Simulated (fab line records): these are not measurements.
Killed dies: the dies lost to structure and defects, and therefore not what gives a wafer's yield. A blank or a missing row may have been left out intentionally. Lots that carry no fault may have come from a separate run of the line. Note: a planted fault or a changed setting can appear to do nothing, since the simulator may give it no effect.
fab line records    flow n5_finfet
record lots=3  wafers=9  last_day=17
route steps=1938 shown HKMG_FIN@407 BEOL_M4@1111 PASSIVATION@1936
lots that met no fault: taken from a fault-free run of the same line
start_h: start of the lot's first displayed wafer, in hours after the record's first day    wait_h: how many hours have passed since the lot's step before this one    " same as the row above    L1.1+2: one row covering several wafers at once    - either no value or no given start    * or withheld: withheld    < > ~ a bound
route shown NAME@n: names a module that has steps shown in the file, with the first one's number in the route    usual: average and standard deviation across the fault-free wafers    same: alike in all rows    chamber/n: place in a boat    sites: the reading at each site    _std_site: standard deviation across them    _edge_site: outer sites' mean less inner sites'    radius_mm: for every site, how far away it sits from the centre of the wafer    mask NAME#n: copy n    behind: tool/chamber where the wafer was last shaped    hold: the reason the lot was held/the length of the hold in hours/how it ended    device: which transistor (n, p or np) failed to switch    end of line: tests of these same wafers at the route's end    a step given without rows: its recipe and nothing more    killed: dies that structure and defects cost at the first sort, which is not the same as the wafer's yield    map: shows each die of a wafer: x if killed, . if not, _ if none is there
set.NAME: setting as actually run; set.NAME@STEP: the setting as run at that earlier step    model.NAME: the simulator's own value behind a step, which no gauge read
a table for each step, a row for each wafer; lots at some steps of the route
services: when a tool's chamber went out of use (start_h, in hours from the record's first day, below 0 if earlier), for how many hours, and the reason
## steps
# step N5_HKMG_FIN_STRIP_93
# recipe chemistry=N2/H2  material=SOC  time_s=20  power_w=500  temp_c=40  pressure_mtorr=50  rf_frequency_hz=6e+07  bias_power_w=8  h2_frac=0.5  n2_flow_sccm=300  h2_flow_sccm=300
# step N5_HKMG_FIN_WET_ETCH_76
# recipe chemistry=dNH4OH  mix=1:50  temp_c=25  target=Al2O3  stop_on=La2O3  target_depth_nm=2.25  dry=ipa_marangoni  rinse_time_s=30  rinse_temp_c=23
# step N5_HKMG_FIN_STRIP_60
# recipe chemistry=N2/H2  power_w=2500  temp_c=300  h2_frac=0.65  time_s=360  pressure_mtorr=withheld  n2_flow_sccm=1750  h2_flow_sccm=3250
# step N5_HKMG_FIN_WET_ETCH_77
# recipe chemistry=dHCl  mix=1:10000  temp_c=25  target=La2O3  stop_on=HfO2  target_depth_nm=2
# step N5_HKMG_FIN_WET_ETCH_78
# recipe chemistry=dNH4OH  mix=1:50  temp_c=25  target=Al2O3  stop_on=La2O3  target_depth_nm=4.5  dry=ipa_marangoni  rinse_time_s=30  rinse_temp_c=23
# step N5_HKMG_FIN_ALD_79
# recipe material=TiN  target_thk_a=15  temp_c=400  ald_precursor_family=TiCl4  ald_co_reactant=NH3  pulse_time_s=1  purge_time_s=3  co_reactant_purge_time_s=2  co_reactant_pulse_time_s=2  ald_cycles=68  pressure_torr=3
# step N5_HKMG_FIN_CVD_62
# recipe material=a-Si  target_thk_a=30  temp_c=500  precursor=Si2H6  pressure_torr=1  time_s=20.8
# step N5_HKMG_FIN_RTA_80
# recipe temp_c=withheld  time_s=2  ambient=N2  idle_temp_c=600  ramp_up_c_per_s=150  ramp_down_c_per_s=60  cool_to_c=600
# step N5_HKMG_FIN_PRECLEAN_64
# recipe chemistry=dHF  time_s=30  temp_c=25  dilution=withheld
# step N5_HKMG_FIN_WET_ETCH_65
# recipe chemistry=TMAH  temp_c=70  conc_wt_pct=5  target=a-Si  stop_on=TiN  time_s=49  target_depth_nm=3
# step N5_HKMG_FIN_WET_ETCH_81
# recipe chemistry=SC1  target=TiN  stop_on=HfO2  mix=1:1:5  temp_c=60  time_s=57  target_depth_nm=6
# step N5_HKMG_FIN_WET_ETCH_82
# recipe chemistry=dHCl  mix=1:10000  temp_c=25  target=La2O3  stop_on=HfO2  target_depth_nm=2  dry=ipa_marangoni  rinse_time_s=30  rinse_temp_c=23
# step N5_HKMG_FIN_ALD_36
# recipe material=TiN  target_thk_a=10  temp_c=400  ald_precursor_family=TiCl4  ald_co_reactant=NH3  pulse_time_s=1  purge_time_s=3  co_reactant_purge_time_s=2  co_reactant_pulse_time_s=2  ald_cycles=47  pressure_torr=3
# usual ald_cycles=47/0  heater_power_w=906/94  precursor_pulse_height_rel=1.002/0.021
# same pulse_time_s=1
lot.wafer  tool          chamber  start_h  wait_h  ald_cycles  heater_power_w  precursor_pulse_height_rel
L892.2     ald_metal-01  2        136.35   0.0     47          952             0.998
L892.4     "             0        "        "       47          947             1.014
L892.6     "             1        "        "       47          951             0.992
L895.1     ald_metal-01  2        156.06   0.0     47          939             1.022
L895.5     "             2        "        "       47          943             1.030
L895.6     "             3        "        "       35          822             1.020
L905.3     ald_metal-04  0        217.22   0.0     47          963             1.006
L905.5     "             1        "        "       47          1025            0.996
L905.6     "             0        "        "       47          968             1.023
# step N5_HKMG_FIN_PWFM_ALD_03
# recipe material=TiN  target_thk_a=20  temp_c=400  ald_precursor_family=TiCl4  ald_co_reactant=NH3  pulse_time_s=1  purge_time_s=3  co_reactant_purge_time_s=2  co_reactant_pulse_time_s=2  ald_cycles=91  pressure_torr=3
# step N5_HKMG_FIN_COAT_29
# recipe resist=SOC  temp_c=250  time_s=60  spin_rpm=1500  resist_thk_nm=300
# step N5_HKMG_FIN_COAT_30
# recipe resist=SiARC  temp_c=220  time_s=60  spin_rpm=1500  resist_thk_nm=35
# step N5_HKMG_FIN_COAT_06
# recipe resist=CAR-ArF  spin_rpm=1500  resist_thk_nm=90
# step N5_HKMG_FIN_EBR_08
# recipe solvent=PGMEA  ebr_width_mm=1.5
# step N5_HKMG_FIN_SOFTBAKE_07
# recipe temp_c=110  time_s=60  resist=CAR-ArF
# step N5_HKMG_FIN_EXPOSE_09
# recipe mask_id=NWFM  na=1.35  source_shape=conventional  sigma_outer=0.8  polarization=unpolarized  dose_mj=39.25
# step N5_HKMG_FIN_PEB_10
# recipe peb_temp_c=withheld  peb_time_s=60  resist=CAR-ArF
# step N5_HKMG_FIN_DEVELOP_11
# recipe develop_time_s=30  developer=TMAH  resist=CAR-ArF  dev_temp_c=23  rinse_liquid=diw  dry=air_spin
# step N5_HKMG_FIN_DESCUM_17
# recipe chemistry=O2  time_s=7.9  source_power_w=50  bias_power_w=20  pressure_mtorr=20  rf_frequency_hz=2.712e+07  temp_c=40  resist=CAR-ArF  o2_flow_sccm=225
# step N5_HKMG_FIN_ETCH_31
# recipe chemistry=CF4  target=SiARC  target_depth_a=455  mask_material=CAR-ArF  time_s=75.8  ion_energy_ev=80  pressure_mtorr=40  source_w=545  bias_w=36  Ar_flow_sccm=100  cf4_flow_sccm=100  ends=cleared
# step N5_HKMG_FIN_ETCH_32
# recipe chemistry=N2/H2  target=SOC  target_depth_a=2400  temp_c=40  time_s=300  ion_energy_ev=200  mask_material=SiARC  pressure_mtorr=30  source_w=840  bias_w=150  n2_flow_sccm=200  h2_flow_sccm=200
# step N5_HKMG_FIN_STRIP_33
# recipe chemistry=N2/H2  temp_c=40  n2_flow_sccm=200  h2_flow_sccm=200  rf_frequency_hz=6e+07
# step N5_HKMG_FIN_STRIP_34
# recipe chemistry=CF4  resist=SiARC  power_w=300  bias_power_w=75  pressure_mtorr=50  cf4_flow_sccm=150  rf_frequency_hz=6e+07
# step N5_HKMG_FIN_ETCH_35
# recipe chemistry=N2/H2  target=SOC  target_depth_a=2158  ion_energy_ev=65  bias_w=5  source_w=3000  time_s=243.4  pressure_mtorr=30  n2_flow_sccm=200  h2_flow_sccm=200
# step N5_HKMG_FIN_STRIP_92
# recipe chemistry=N2/H2  material=SOC  time_s=20  power_w=500  temp_c=40  pressure_mtorr=50  rf_frequency_hz=6e+07  bias_power_w=8  h2_frac=0.5  n2_flow_sccm=300  h2_flow_sccm=300
# step N5_HKMG_FIN_WET_ETCH_18
# recipe chemistry=SC1  target=TiN  mix=1:1:5  temp_c=*  time_s=55  target_depth_nm=5.2  dry=ipa_marangoni  rinse_time_s=30  rinse_temp_c=23
# step N5_HKMG_FIN_STRIP_19
# recipe chemistry=N2/H2  power_w=2500  temp_c=300  h2_frac=0.65  time_s=360  pressure_mtorr=withheld  n2_flow_sccm=1750  h2_flow_sccm=3250
# step N5_HKMG_FIN_ALD_91
# recipe material=TiN  target_thk_a=10  temp_c=400  ald_precursor_family=TiCl4  ald_co_reactant=NH3  pulse_time_s=1  purge_time_s=3  co_reactant_purge_time_s=2  co_reactant_pulse_time_s=2  ald_cycles=47  pressure_torr=3
# step N5_HKMG_FIN_COAT_85
# recipe resist=SOC  temp_c=250  time_s=60  spin_rpm=1500  resist_thk_nm=300
# step N5_HKMG_FIN_ETCH_86
# recipe chemistry=N2/H2  target=SOC  target_depth_a=3932  stop_on=TiN  ion_energy_ev=100  bias_w=61  pressure_mtorr=30  source_w=850  n2_flow_sccm=200  h2_flow_sccm=200
# step N5_HKMG_FIN_STRIP_89
# recipe chemistry=N2/H2  material=SOC  time_s=20  power_w=500  temp_c=40  pressure_mtorr=50  rf_frequency_hz=6e+07  bias_power_w=8  h2_frac=0.5  n2_flow_sccm=300  h2_flow_sccm=300
# step N5_HKMG_FIN_WET_ETCH_87
# recipe chemistry=SC1  target=TiN  mix=1:2:40  temp_c=50  time_s=154.2  target_depth_nm=4.7  dry=ipa_marangoni  rinse_time_s=30  rinse_temp_c=23
# step N5_HKMG_FIN_STRIP_88
# recipe chemistry=N2/H2  power_w=2500  temp_c=300  h2_frac=0.65  time_s=360  pressure_mtorr=withheld  n2_flow_sccm=1750  h2_flow_sccm=3250
# step N5_HKMG_FIN_NWFM_ALD_20
# recipe material=TiAlC  target_thk_a=20  temp_c=300  ald_precursor_family=TiCl4  ald_co_reactant=TEA  pulse_time_s=3  purge_time_s=2  co_reactant_purge_time_s=2  co_reactant_pulse_time_s=10  ald_cycles=7  pressure_torr=3
# step N5_BEOL_M4_RC_MEAS_101
# usual DIBL_N=36.3/1.2  DIBL_P=36.7/1.5  IOFF_N=0.164/0.02  IOFF_P=0.214/0.024  IOFF_P_LIN=0.101/0.009  IOFF_P_LONG=0.000107/6e-06  ION_N=673/8.5  ION_P=461/5.9  SS_N=71.6/0.44  SS_P=73.3/0.55  VT_N=249.4/2.4  VT_P=-250.0/2.3  VT_P_LONG=-274.8/2.3  VT_P_LVT=-98.8/2.4
lot.wafer  tool       chamber  start_h  wait_h  DIBL_N[mV/V]  DIBL_P[mV/V]  IOFF_N[nA/um]  IOFF_P[nA/um]  IOFF_P_LIN[nA/um]  IOFF_P_LONG[nA/um]  ION_N[uA/um]  ION_P[uA/um]  SS_N[mV/dec]  SS_P[mV/dec]  VT_N[mV]  VT_P[mV]  VT_P_LONG[mV]  VT_P_LVT[mV]
L892.2     prober-01  0        230.68   0.2     35.4          35.1          0.156          0.194          0.093              0.000106            667           460           71.5          73.0          250.2     -248.9    -272.7         -100.6
L892.4     "          0        "        "       37.1          37.1          0.197          0.226          0.103              0.000107            686           462           72.0          73.9          243.9     -252.1    -277.2         -98.6
L892.6     "          0        "        "       36.7          36.9          0.187          0.221          0.102              0.000107            678           467           71.8          73.5          245.8     -250.5    -273.2         -99.7
L895.1     prober-02  0        254.03   0.0     37.5          38.8          0.176          0.203          0.095              0.000103            665           453           72.3          73.5          247.6     -253.1    -277.7         -98.4
L895.5     "          0        "        "       36.9          37.6          0.158          0.184          0.088              0.0001              666           452           71.1          72.7          251.2     -250.3    -279.1         -99.2
L895.6     "          0        "        "       38.7          39.2          0.201          0.151          0.069              8.2e-05             663           435           72.1          73.4          249.5     -262.6    -286.3         -107.9
L905.3     prober-02  0        307.49   0.3     37.3          39.5          0.178          0.237          0.109              0.000104            679           466           71.8          73.9          250.1     -250.4    -273.7         -98.3
L905.5     "          0        "        "       38.1          40.5          0.196          0.242          0.109              0.000105            682           467           72.0          74.5          247.9     -249.3    -276.2         -98.4
L905.6     "          0        "        "       36.9          39.9          0.183          0.241          0.112              0.000107            688           469           71.3          73.9          247.6     -249.9    -272.7         -98.8
# step N5_PASSIVATION_PROBE_49
# usual defect_limited_yield=91.2/1.5  killed_at_M0_to_M3=35/11  killed_at_M4_up=13/5.6  killed_at_contacts=13/6.3  killed_at_front_end=38/12  killed_at_other=3.7/2.9  killed_dies=104/18  killed_open=69/13  killed_short=34/8.3  sort_bin_5_function=5.2/0.95  sort_bin_6_memory=3.3/0.68  sort_bin_8_speed=0/0  sort_n_pass=1076/18  sort_yield_pct=91.2/1.5
# same gross_dies=1180  killed_at_back_side=0  sort_bin_4_leakage[%]=0
lot.wafer  tool       chamber  start_h  wait_h  defect_limited_yield[%]  killed_at_M0_to_M3  killed_at_M4_up  killed_at_contacts  killed_at_front_end  killed_at_other  killed_dies  killed_open  killed_short  sort_bin_5_function[%]  sort_bin_6_memory[%]  sort_bin_8_speed[%]  sort_n_pass  sort_yield_pct[%]
L892.2     prober-01  -        337.89   0.1     92.8                     32                  9                8                   29                   7                85           52           30            4.2                     2.9                   0                    1095         92.8
L892.4     prober-01  -        337.99   0.2     87.5                     66                  11               6                   59                   6                148          96           48            7.5                     4.6                   0                    1032         87.5
L892.6     prober-01  -        338.09   0.3     92.0                     36                  9                11                  34                   4                94           59           31            3.8                     4.2                   0                    1086         92.0
L895.1     prober-01  -        359.75   0.0     90.4                     40                  16               23                  33                   1                113          78           35            5.4                     3.8                   0                    1067         90.4
L895.5     prober-01  -        359.95   0.2     89.1                     65                  11               22                  29                   2                129          91           37            5.8                     4.4                   0                    1051         89.1
L895.6     prober-01  -        360.00   0.3     91.7                     38                  8                15                  33                   4                98           62           36            5.7                     2.4                   5.51                 1017         86.2
L905.3     prober-01  -        411.96   0.1     92.4                     23                  12               22                  27                   6                90           63           27            4.3                     3.1                   0                    1090         92.4
L905.5     prober-01  -        412.06   0.2     92.9                     26                  12               14                  30                   2                84           61           22            4.2                     2.7                   0                    1096         92.9
L905.6     prober-01  -        412.11   0.3     92.8                     22                  11               23                  28                   1                85           56           26            4.4                     2.6                   0                    1095         92.8
# killed by level:class
L892.2 BEOL_M0_SAQP:geometric_particle:open=15 STI_FIN_REVEAL:geometric_particle:open=7 MOL_CONTACT_COAG:geometric_particle:open=5 BEOL_M0_SAQP:geometric_particle:short=5 BEOL_M2:geometric_particle:open=5 BEOL_M4:geometric_particle:open=4 FIN_SAQP:geometric_particle:short=3 GATE_CUT:geometric_particle:short=3
L892.4 BEOL_M0_SAQP:geometric_particle:open=27 STI_FIN_REVEAL:geometric_particle:open=20 BEOL_M0_SAQP:geometric_particle:short=19 BEOL_M1:geometric_particle:open=9 FIN_SAQP:geometric_particle:short=6 FIN_SAQP:geometric_particle:open=5 MOL_CONTACT_COAG:geometric_particle:open=5 BEOL_M2:geometric_particle:open=5
L892.6 BEOL_M0_SAQP:geometric_particle:open=10 BEOL_M0_SAQP:geometric_particle:short=10 STI_FIN_REVEAL:geometric_particle:open=8 MOL_CONTACT_COAG:geometric_particle:open=8 BEOL_M3:geometric_particle:open=8 FIN_SAQP:geometric_particle:short=7 BEOL_M4:geometric_particle:open=6 BEOL_M2:geometric_particle:open=5
L895.1 MOL_CONTACT_COAG:geometric_particle:open=16 STI_FIN_REVEAL:geometric_particle:open=15 BEOL_M1:geometric_particle:open=11 BEOL_M0_SAQP:geometric_particle:short=8 BEOL_M2:geometric_particle:open=8 FIN_SAQP:geometric_particle:short=7 MOL_CONTACT_COAG:geometric_particle:short=7 BEOL_M0_SAQP:geometric_particle:open=7
L895.5 MOL_CONTACT_COAG:geometric_particle:open=19 BEOL_M0_SAQP:geometric_particle:open=15 BEOL_M3:geometric_particle:open=11 BEOL_M0_SAQP:geometric_particle:short=11 BEOL_M1:geometric_particle:open=9 BEOL_M2:geometric_particle:open=9 STI_FIN_REVEAL:geometric_particle:open=7 STARTING-WAFER:geometric_particle:open=6
L895.6 STI_FIN_REVEAL:geometric_particle:open=14 MOL_CONTACT_COAG:geometric_particle:open=9 BEOL_M2:geometric_particle:open=9 BEOL_M0_SAQP:geometric_particle:short=8 FIN_SAQP:geometric_particle:open=6 STARTING-WAFER:geometric_particle:short=6 MOL_CONTACT_COAG:geometric_particle:short=6 BEOL_M1:geometric_particle:open=6
L905.3 MOL_CONTACT_COAG:geometric_particle:open=19 STI_FIN_REVEAL:geometric_particle:open=7 BEOL_M0_SAQP:geometric_particle:short=7 BEOL_M2:geometric_particle:open=6 FIN_SAQP:geometric_particle:short=4 BEOL_M0_SAQP:geometric_particle:open=4 BEOL_M7:geometric_particle:open=4 STARTING-WAFER:geometric_particle:open=4
L905.5 BEOL_M2:geometric_particle:open=15 MOL_CONTACT_COAG:geometric_particle:open=11 FIN_SAQP:geometric_particle:open=8 BEOL_M4:geometric_particle:open=6 BEOL_M0_SAQP:geometric_particle:short=4 STI_FIN_REVEAL:geometric_particle:short=3 STI_FIN_REVEAL:geometric_particle:open=3 GATE_CUT:geometric_particle:open=3
L905.6 MOL_CONTACT_COAG:geometric_particle:open=19 STI_FIN_REVEAL:geometric_particle:open=8 FIN_SAQP:geometric_particle:short=6 BEOL_M2:geometric_particle:open=5 MOL_CONTACT_COAG:geometric_particle:short=4 BEOL_M0_SAQP:geometric_particle:short=4 BEOL_M7:geometric_particle:open=4 FIN_SAQP:geometric_particle:open=3
# map L895.5 (x killed, . not)
_________________....x.....x.________________
______________................x._____________
___________...x.......x.........x..__________
__________..................x..x..x._________
________..............x.x............._______
_______............x.........xxxx......______
______x.................x..x............_____
_____.........x....x......x.x............____
____..x.x...........x..x......x...x..x.x..___
___.............................x..........__
___.......xx....x..........x...............__
__...................x..x.....x.....xx..x..._
__....xx..........................x.x.x....._
_..x.x..................x....................
_.x..........x........x............x.........
_x...x...x.x.......x........x................
_.......x.......................x.x.x...x....
_...x....x.x..x.x.........x......x..xx....xxx
_................................x..xx..x....
_..........x...x.x...........................
_x...........x...............................
__.xx...............x........x........x....._
__.x......................x................._
___x.x...x................x.......x.....x..__
___...................x....x...............__
____x....................x..x.............___
_____.....x....x.......................x.____
______.............x.........x........x._____
_______...xxxx....x..x.........x.......______
________.....................x.x......_______
__________........x..x...........x.._________
___________.....x.......x.......x..__________
______________...x.x.x.........._____________
_________________.....x......________________
# map L892.4 (x killed, . not)
_________________x......xxx..________________
______________..x.....x........._____________
___________.x.....x.........x......__________
__________...x........x..........x.._________
________..................x.x.....xx.._______
_______.............x..x.x..xx........x______
______.......x.x.......x.x.............._____
_____..xx...........x........x..x...x...x____
____.....x.x...........................x..___
___.........x...x.x..xx...x.x..............__
___..x....x................xx..............__
__...........x.........x....x............x.._
__....x.................x......x............_
_...x.......xx...x..x..x.x.xx................
_........x........x..........................
_.......x......x....x........x..xx...x..x....
_.........x.....x....x...x..................x
_..xx........................x.x.............
_x..x.....x........x.xx.....xx....x..........
_..............x.......x...x.....x...x...x...
_......xx.........................x..........
__.........x.....xx.xxx.......x............._
__......x........x...........x.......x...x.._
___x....x..x....x.....................x....__
___.......................x......x.........__
____x.x....xx........xx...................___
_____........x.........x.xx...x........x.____
______.................................._____
_______.....................x..x.......______
________.....x...............xx..xx..._______
__________............x............._________
___________.x......x.......x.......__________
______________..x.....x.xxx....._____________
_________________..x.........________________
## services
tool          chamber  start_h  hours  kind
ald_metal-01  0        132.30   3.4    repair
ald_metal-01  1        155.90   6.0    repair
## key
first_sign step=N5_HKMG_FIN_ALD_36  reading=ald_cycles  direction=down  sigmas=99+  usual=*  struck=*
effect step=N5_BEOL_M4_RC_MEAS_101  reading=VT_P  direction=down  sigmas=5.4  usual=-250.0  struck=-262.6
effect step=N5_BEOL_M4_RC_MEAS_101  reading=VT_P_LONG  direction=down  sigmas=4.9  usual=-274.8  struck=-286.3
effect step=N5_BEOL_M4_RC_MEAS_101  reading=ION_P  direction=down  sigmas=4.4  usual=461  struck=435
effect step=N5_BEOL_M4_RC_MEAS_101  reading=IOFF_P_LONG  direction=down  sigmas=4.2  usual=0.000107  struck=8.2e-05
effect step=N5_BEOL_M4_RC_MEAS_101  reading=VT_P_LVT  direction=down  sigmas=3.8  usual=-98.8  struck=-107.9
effect step=N5_BEOL_M4_RC_MEAS_101  reading=IOFF_P_LIN  direction=down  sigmas=3.6  usual=0.101  struck=0.069
effect step=N5_PASSIVATION_PROBE_49  reading=sort_bin_8_speed  direction=up  sigmas=65  usual=0  struck=5.51
met_at N5_HKMG_FIN_ALD_36
struck_wafers L895.6
onset_between 136.35 156.06
fault kind=process_parameter_drift  tool=ald_metal-01  chamber=-  onset_h=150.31  steps=N5_HKMG_FIN_ALD_36  channel=ald_cycles  offset=*  shape=step  end_h=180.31  scope=struck_wafers_only  acts_in=*  stated=*
